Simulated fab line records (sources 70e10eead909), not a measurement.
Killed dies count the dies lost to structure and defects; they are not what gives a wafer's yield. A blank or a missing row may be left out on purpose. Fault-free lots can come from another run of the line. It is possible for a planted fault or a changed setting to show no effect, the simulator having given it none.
fab line records ; flow nandHarc
record: lots: 15; wafers: 45; lastDay: 34
route steps=1302 shown A_CONTACT@1090 A_BLC@1114
lots with no fault: from the same line, run without faults
startH: hours from the record's opening day to when the first of the lot's shown wafers began ; waitH: hours since the lot's step before ; " as in the row above ; L1.1+2: a single row standing in for several wafers ; - either no value or no given start ; * or withheld: withheld ; < > ~ a bound
route shown NAME@n: names a module that has steps shown in the file, with the first one's number in the route ; usual: the fault-free wafers' mean and standard deviation ; same: alike in all rows ; chamber/n: place in a boat ; sites: the reading at each site ; _std_site: the standard deviation of these ; _edge_site: mean of outer sites minus mean of inner sites ; radiusMm: for every site, how far away it sits from the centre of the wafer ; mask NAME#n: copy n ; behind: the tool/chamber that last shaped the wafer ; hold: why the lot was held/for how many hours/how that ended ; device: the n, p or np transistor that did not switch ; end of line: tests of these same wafers at the route's end ; for a step that has no rows: nothing shown but its recipe ; killed: dies lost to structure and defects at the first sort, not the wafer's yield ; map: a wafer's dies, marking killed ones x, the rest . and places with no die _
set.NAME: the run value of the setting; set.NAME@STEP: its run value at that earlier step ; model.NAME: the simulator's own value behind a step, which no gauge read
a sample of lots followed through the steps of the route, with each step as a table and each wafer as a row
services: the hour from which a tool's chamber was out of use, counted from the record's first day as startH (under 0 if before that day), plus the number of hours and why
== steps ==
step: NHARC_A_CONTACT_ETCH_138
recipe: sourceW: withheld; pressureMtorr: 20; biasV: 1200; timeS: 311; targetDepthA: 19140; arFlowSccm: withheld; c4f8FlowSccm: withheld; o2FlowSccm: withheld; chemistry: C4F8/O2/Ar
lot.wafer;tool;chamber;startH;waitH;rfHoursCounterH
L166.2;harCapEtch-01;0;516.32;0.2;1
L166.3;harCapEtch-01;1;516.32;0.2;-
L166.6;harCapEtch-01;1;516.32;0.2;-
L168.1;harCapEtch-03;0;527.93;0.2;51
L168.6;harCapEtch-03;0;527.93;0.2;-
L168.5;harCapEtch-03;1;527.93;0.2;-
L171.2;harCapEtch-01;0;549.29;0.2;9
L171.3;harCapEtch-01;1;549.29;0.2;-
L171.6;harCapEtch-01;0;549.29;0.2;-
L170.2;harCapEtch-02;0;550.86;0.2;98
L170.5;harCapEtch-02;1;550.86;0.2;-
L170.6;harCapEtch-02;0;550.86;0.2;-
L173.1;harCapEtch-03;0;606.27;0.2;64
L173.3;harCapEtch-03;0;606.27;0.2;-
L173.5;harCapEtch-03;1;606.27;0.2;-
L176.1;harCapEtch-01;1;624.50;0.2;21
L176.2;harCapEtch-01;0;624.50;0.2;21
L176.6;harCapEtch-01;0;624.50;0.2;-
L177.2;harCapEtch-02;1;628.29;0.2;109
L177.1;harCapEtch-02;0;628.29;0.2;109
L177.3;harCapEtch-02;1;628.29;0.2;-
L181.2;harCapEtch-02;1;682.69;0.2;119
L181.1;harCapEtch-02;0;682.69;0.2;119
L181.4;harCapEtch-02;0;682.69;0.2;-
L184.1;harCapEtch-01;0;700.85;0.3;35
L184.4;harCapEtch-01;0;700.85;0.3;-
L184.3;harCapEtch-01;1;700.85;0.3;-
L183.2;harCapEtch-03;0;702.32;0.3;82
L183.3;harCapEtch-03;1;702.32;0.3;-
L183.5;harCapEtch-03;1;702.32;0.3;-
L186.1;harCapEtch-02;1;707.28;0.2;124
L186.4;harCapEtch-02;0;707.28;0.2;-
L186.5;harCapEtch-02;0;707.28;0.2;-
L185.1;harCapEtch-03;0;709.07;0.3;83
L185.3;harCapEtch-03;0;709.07;0.3;-
L185.4;harCapEtch-03;1;709.07;0.3;-
L187.1;harCapEtch-03;0;724.52;0.3;85
L187.4;harCapEtch-03;0;724.52;0.3;-
L187.5;harCapEtch-03;1;724.52;0.3;-
L188.2;harCapEtch-02;0;739.69;0.2;129
L188.3;harCapEtch-02;1;739.69;0.2;-
L188.6;harCapEtch-02;1;739.69;0.2;-
L189.3;harCapEtch-03;0;763.49;0.3;-
L189.6;harCapEtch-03;0;763.49;0.3;-
L189.5;harCapEtch-03;1;763.49;0.3;-
step: NHARC_A_BLC_EXPOSE_07
recipe: na: 1.35; targetCdNm: 100; doseMj: 67.97; maskId: A_BLC
usual: exposureDoseMJCm2: 67.97/0.066; focusOffsetNm: 0.0/0.56
lot.wafer;tool;chamber;startH;waitH;mask;exposureDoseMJCm2;focusOffsetNm
L166.2;arfiScanner-02;0;520.62;-;A_BLC#0;67.97;0.5
L166.3;arfiScanner-02;0;520.62;-;A_BLC#0;67.97;0.2
L166.6;arfiScanner-02;0;520.62;-;A_BLC#0;67.91;0.3
L168.1;arfiScanner-03;0;531.78;-;A_BLC#0;68.08;0.3
L168.5;arfiScanner-03;0;531.78;-;A_BLC#0;67.96;0.1
L168.6;arfiScanner-03;0;531.78;-;A_BLC#0;67.94;-0.7
L171.2;arfiScanner-01;0;553.00;-;A_BLC#0;67.87;-1.1
L171.3;arfiScanner-01;0;553.00;-;A_BLC#0;67.83;0.4
L171.6;arfiScanner-01;0;553.00;-;A_BLC#0;68.10;0.3
L170.2;arfiScanner-03;0;554.69;-;A_BLC#0;67.93;-0.4
L170.5;arfiScanner-03;0;554.69;-;A_BLC#0;67.95;0.1
L170.6;arfiScanner-03;0;554.69;-;A_BLC#0;67.95;0.1
L173.1;arfiScanner-03;-;609.99;-;A_BLC#0;-;-
L173.3;arfiScanner-03;-;609.99;-;A_BLC#0;-;-
L173.5;arfiScanner-03;-;609.99;-;A_BLC#0;-;-
L176.1;arfiScanner-03;-;628.22;-;A_BLC#0;-;-
L176.2;arfiScanner-03;-;628.22;-;A_BLC#0;-;-
L176.6;arfiScanner-03;-;628.22;-;A_BLC#0;-;-
L177.1;arfiScanner-03;-;632.30;-;A_BLC#0;-;-
L177.2;arfiScanner-03;-;632.30;-;A_BLC#0;-;-
L177.3;arfiScanner-03;-;632.30;-;A_BLC#0;-;-
L181.1;arfiScanner-03;0;686.57;-;A_BLC#0;68.06;-0.1
L181.2;arfiScanner-03;0;686.57;-;A_BLC#0;67.93;-0.5
L181.4;arfiScanner-03;0;686.57;-;A_BLC#0;68.06;0.1
L184.1;arfiScanner-03;0;704.79;-;A_BLC#0;67.95;-0.7
L184.3;arfiScanner-03;0;704.79;-;A_BLC#0;67.89;-1.1
L184.4;arfiScanner-03;0;704.79;-;A_BLC#0;67.95;-0.8
L183.2;arfiScanner-01;0;706.29;-;A_BLC#0;67.97;-0.1
L183.3;arfiScanner-01;0;706.29;-;A_BLC#0;67.93;0.7
L183.5;arfiScanner-01;0;706.29;-;A_BLC#0;67.87;0.3
L186.1;arfiScanner-01;0;711.00;-;A_BLC#0;67.97;0.1
L186.4;arfiScanner-01;0;711.00;-;A_BLC#0;67.97;0.6
L186.5;arfiScanner-01;0;711.00;-;A_BLC#0;67.96;0.6
L185.1;arfiScanner-02;0;713.08;-;A_BLC#0;67.92;-0.2
L185.3;arfiScanner-02;0;713.08;-;A_BLC#0;67.93;0.3
L185.4;arfiScanner-02;0;713.08;-;A_BLC#0;67.88;-0.3
L187.1;arfiScanner-02;0;728.36;-;A_BLC#0;68.09;0.6
L187.4;arfiScanner-02;0;728.36;-;A_BLC#0;68.08;0.6
L187.5;arfiScanner-02;0;728.36;-;A_BLC#0;68.04;-0.1
L188.2;arfiScanner-01;0;743.61;-;A_BLC#0;68.03;-0.4
L188.3;arfiScanner-01;0;743.61;-;A_BLC#0;67.90;0.4
L188.6;arfiScanner-01;0;743.61;-;A_BLC#0;67.97;-0.1
L189.3;arfiScanner-01;0;767.29;-;A_BLC#0;68.01;-0.5
L189.5;arfiScanner-01;0;767.29;-;A_BLC#0;67.95;-1.3
L189.6;arfiScanner-01;0;767.29;-;A_BLC#0;68.04;-0.7
step: NHARC_A_BLC_ETCH_18
recipe: targetDepthA: 9100; c4f8FlowSccm: 20; o2FlowSccm: 10; arFlowSccm: withheld; rfW: 600; biasW: 1500; chemistry: C4F8/O2/Ar
usual: oesProductAu: 0.956/0.023; rfVppV: 980/6.6
lot.wafer;tool;chamber;startH;waitH;oesProductAu;rfHoursCounterH;rfVppV
L166.3;rieDiel-10;2;-;-;0.968;6.5;970
L166.2;rieDiel-10;3;-;-;0.960;7.4;987
L166.6;rieDiel-10;1;-;-;0.975;-;979
L168.1;rieDiel-09;2;-;-;0.933;1.8;974
L168.6;rieDiel-09;1;-;-;0.915;-;972
L168.5;rieDiel-09;2;-;-;0.910;-;974
L171.3;rieDiel-09;1;-;-;0.958;4.0;971
L171.2;rieDiel-09;3;-;-;0.985;2.5;986
L171.6;rieDiel-09;1;-;-;0.963;-;973
L170.2;rieDiel-10;3;-;-;0.944;11.1;987
L170.5;rieDiel-10;2;-;-;0.955;-;969
L170.6;rieDiel-10;3;-;-;0.940;-;988
L173.1;rieDiel-09;2;-;-;0.924;7.8;972
L173.3;rieDiel-09;3;-;-;0.919;6.9;988
L173.5;rieDiel-09;1;-;-;0.920;-;973
L176.2;rieDiel-10;2;-;-;0.985;2.8;971
L176.1;rieDiel-10;1;-;-;0.947;2.9;978
L176.6;rieDiel-10;2;-;-;0.985;-;970
L177.3;rieDiel-09;3;-;-;0.925;8.9;988
L177.1;rieDiel-09;0;-;-;0.925;9.8;984
L177.2;rieDiel-09;2;-;-;0.922;9.7;974
L181.2;rieDiel-10;0;-;-;0.970;7.7;984
L181.1;rieDiel-10;1;-;-;0.976;8.5;979
L181.4;rieDiel-10;2;-;-;0.975;8.1;969
L184.3;rieDiel-09;1;-;-;0.959;1.4;972
L184.4;rieDiel-09;2;-;-;0.984;1.3;973
L184.1;rieDiel-09;0;-;-;0.993;1.1;983
L183.2;rieDiel-09;0;-;-;0.927;1.5;984
L183.3;rieDiel-09;1;-;-;0.913;1.7;972
L183.5;rieDiel-09;2;-;-;0.937;-;975
L186.4;rieDiel-09;2;-;-;0.984;2.1;973
L186.1;rieDiel-09;1;-;-;0.970;2.4;972
L186.5;rieDiel-09;2;-;-;0.994;-;973
L185.1;rieDiel-09;2;-;-;0.975;2.4;975
L185.4;rieDiel-09;3;-;-;0.972;2.5;988
L185.3;rieDiel-09;0;-;-;0.983;2.8;984
L187.4;rieDiel-09;1;-;-;0.955;4.0;973
L187.1;rieDiel-09;2;-;-;0.986;3.7;973
L187.5;rieDiel-09;0;-;-;0.969;-;983
L188.2;rieDiel-09;3;-;-;0.955;4.9;987
L188.3;rieDiel-09;1;-;-;0.970;4.7;974
L188.6;rieDiel-09;0;-;-;0.961;-;985
L189.3;rieDiel-09;2;-;-;0.934;7.4;972
L189.5;rieDiel-09;3;-;-;0.903;-;986
L189.6;rieDiel-09;0;-;-;0.933;-;983
step: NHARC_A_BLC_STRIP_29
recipe: cf4FlowSccm: 150; arFlowSccm: 0; biasW: 0; chemistry: CF4
usual: cf4FlowSccm: 150.0/0.47; drypumpMotorCurrentA: 6.12/0.29; oesProductAu: 1.002/0.01; rfVppV: 59.5/0.93; showerheadPlenumPTorr: 1.78/0.081; throttleValvePct: 13.284/0.0084
lot.wafer;tool;chamber;startH;waitH;cf4FlowSccm;drypumpMotorCurrentA;oesProductAu;rfHoursCounterH;rfVppV;showerheadPlenumPTorr;throttleValvePct
L166.2;rieDiel-09;2;522.02;0.1;150.1;6.62;0.993;1;60.3;1.71;13.279
L166.3;rieDiel-09;0;522.02;0.1;149.3;6.41;0.987;1;58.8;1.84;13.284
L166.6;rieDiel-09;1;522.02;0.1;149.4;6.28;0.981;-;59.1;1.70;13.291
L168.1;rieDiel-10;0;533.16;0.1;150.4;5.98;1.018;9;59.5;1.84;13.277
L168.6;rieDiel-10;0;533.16;0.1;150.2;6.01;1.010;-;60.0;1.84;13.285
L168.5;rieDiel-10;1;533.16;0.1;150.0;5.96;0.996;-;60.8;1.78;13.279
L171.3;rieDiel-10;1;554.36;0.1;150.9;5.91;1.009;10;59.3;1.78;13.284
L171.2;rieDiel-10;2;554.36;0.1;150.0;6.28;1.009;10;58.5;1.67;13.277
L171.6;rieDiel-10;1;554.36;0.1;150.5;5.92;1.001;-;58.8;1.78;13.271
L170.2;rieDiel-12;0;556.09;0.1;149.8;6.39;0.982;39;57.5;1.64;13.286
L170.5;rieDiel-12;1;556.09;0.1;149.9;6.08;0.994;-;60.1;1.77;13.299
L170.6;rieDiel-12;2;556.09;0.1;150.1;5.81;1.012;-;60.7;1.74;13.267
L173.1;rieDiel-09;1;611.54;0.1;150.4;6.26;0.978;9;59.5;1.70;13.290
L173.3;rieDiel-09;2;611.54;0.1;149.4;6.59;0.993;8;61.0;1.71;13.291
L173.5;rieDiel-09;2;611.54;0.1;150.0;6.61;0.993;-;59.9;1.71;13.267
L176.1;rieDiel-10;2;629.59;0.1;150.7;6.29;1.019;3;58.4;1.66;13.287
L176.2;rieDiel-10;1;629.59;0.1;150.0;5.95;0.998;3;60.4;1.78;13.270
L176.6;rieDiel-10;3;629.59;0.1;149.7;6.22;1.010;-;59.9;1.88;13.286
L177.1;rieDiel-10;1;633.80;0.2;149.7;5.95;0.989;3;60.5;1.78;13.286
L177.2;rieDiel-10;3;633.80;0.2;150.0;6.20;0.993;3;61.4;1.88;13.281
L177.3;rieDiel-10;0;633.80;0.2;150.0;6.02;1.000;3;59.0;1.84;13.282
L181.2;rieDiel-10;3;687.93;0.1;150.4;6.20;0.997;7;59.1;1.88;13.283
L181.1;rieDiel-10;0;687.93;0.1;149.5;6.01;1.013;8;59.6;1.84;13.294
L181.4;rieDiel-10;1;687.93;0.1;149.6;5.88;1.001;8;59.6;1.78;13.279
L184.4;rieDiel-10;1;706.16;0.1;150.0;5.91;0.995;9;60.2;1.78;13.275
L184.1;rieDiel-10;3;706.16;0.1;150.0;6.20;0.999;8;59.9;1.88;13.276
L184.3;rieDiel-10;0;706.16;0.1;148.9;6.02;1.023;9;59.4;1.84;13.302
L183.3;rieDiel-09;3;708.04;0.1;150.0;5.37;0.986;1;59.6;1.88;13.282
L183.2;rieDiel-09;2;708.04;0.1;150.0;6.62;1.024;2;60.2;1.71;13.300
L183.5;rieDiel-09;0;708.04;0.1;150.6;6.37;1.007;-;57.8;1.84;13.299
L186.4;rieDiel-10;0;712.37;0.1;149.9;6.00;1.012;9;60.6;1.84;13.287
L186.1;rieDiel-10;3;712.37;0.1;149.5;6.24;0.991;8;59.6;1.88;13.291
L186.5;rieDiel-10;1;712.37;0.1;149.0;5.93;0.989;-;59.6;1.78;13.294
L185.1;rieDiel-10;3;714.45;0.1;150.5;6.18;0.997;8;59.4;1.88;13.282
L185.4;rieDiel-10;1;714.45;0.1;150.5;5.96;0.983;10;59.6;1.78;13.297
L185.3;rieDiel-10;2;714.45;0.1;149.9;6.25;1.015;10;60.0;1.66;13.278
L187.4;rieDiel-10;2;729.73;0.1;150.6;6.29;1.014;11;57.9;1.66;13.269
L187.1;rieDiel-10;1;729.73;0.1;150.1;5.95;0.981;11;60.0;1.78;13.284
L187.5;rieDiel-10;2;729.73;0.1;150.4;6.27;1.011;-;59.5;1.66;13.276
L188.3;rieDiel-10;1;744.99;0.1;149.8;5.92;0.981;13;59.5;1.78;13.282
L188.2;rieDiel-10;2;744.99;0.1;149.1;6.24;1.020;13;58.7;1.66;13.287
L188.6;rieDiel-10;0;744.99;0.1;150.9;6.02;1.005;-;59.0;1.84;13.270
L189.3;rieDiel-10;3;768.68;0.1;150.7;6.19;1.001;13;60.2;1.88;13.280
L189.5;rieDiel-10;0;768.68;0.1;149.2;6.01;1.007;-;59.7;1.84;13.290
L189.6;rieDiel-10;1;768.68;0.1;149.4;5.95;0.992;-;60.9;1.78;13.272
== services ==
tool;chamber;startH;hours;kind
rieDiel-09;-;497.11;9.0;pm
arfiScanner-03;-;518.53;1.0;repair
rieDiel-09;3;518.98;7.9;repair
rieDiel-10;3;530.01;3.7;repair
rieDiel-10;0;533.72;4.6;repair
rieDiel-09;2;533.94;8.7;repair
arfiScanner-03;-;540.00;4.0;pm
arfiScanner-01;-;563.63;0.9;repair
rieDiel-09;-;593.60;0.1;repair
arfiScanner-01;-;596.00;4.0;pm
rieDiel-10;-;596.74;9.0;pm
arfiScanner-03;-;597.29;0.5;repair
rieDiel-09;0;603.83;14.1;repair
arfiScanner-01;-;618.92;60.7;repair
harCapEtch-03;-;622.86;0.5;repair
rieDiel-09;-;633.59;0.4;repair
rieDiel-10;3;660.35;5.0;repair
rieDiel-09;-;674.11;9.0;pm
arfiScanner-03;-;679.73;0.4;repair
rieDiel-10;-;709.12;2.5;repair
arfiScanner-03;-;712.00;4.0;pm
arfiScanner-01;-;729.02;0.7;repair
rieDiel-09;1;729.68;8.3;repair
rieDiel-10;2;749.14;9.5;repair
== key ==
firstSign: step: NHARC_A_BLC_EXPOSE_07; reading: toolRecord; direction: missing
effect none on later readings
metAt NHARC_A_BLC_EXPOSE_07
struckLots L173,L176,L177
laterRowsLeftOut L173.1,L173.3,L173.5,L176.1,L176.2,L176.6,L177.1,L177.2,L177.3
sortLeftOut L173.1,L173.3,L173.5,L176.1,L176.2,L176.6,L177.1,L177.2,L177.3
testerLeftOut L173,L176,L177
notActingAt NHARC_A_CONTACT_ETCH_138,NHARC_A_BLC_ETCH_18,NHARC_A_BLC_STRIP_29
onsetBetween 554.69 609.99
fault: kind: skippedStepWhole; tool: arfiScanner-03; chamber: -; onsetH: 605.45; steps: NHARC_A_BLC_EXPOSE_07; scope: struckLotsOnly
testerLeftOut: of these lots the tester's yield and bins aren't shown, on N5 and GAA mostly nor the transistor test; their killed dies are dies lost to structure and defects alone, not to doping, threshold or leakage, so they don't give the yield
sortLeftOut: the simulated sort isn't trusted on such a fault, so these wafers' sort isn't shown, and their yield isn't known
laterRowsLeftOut: the simulator's readings of these wafers behind a module that went badly wrong aren't trusted and aren't shown, but for the sort
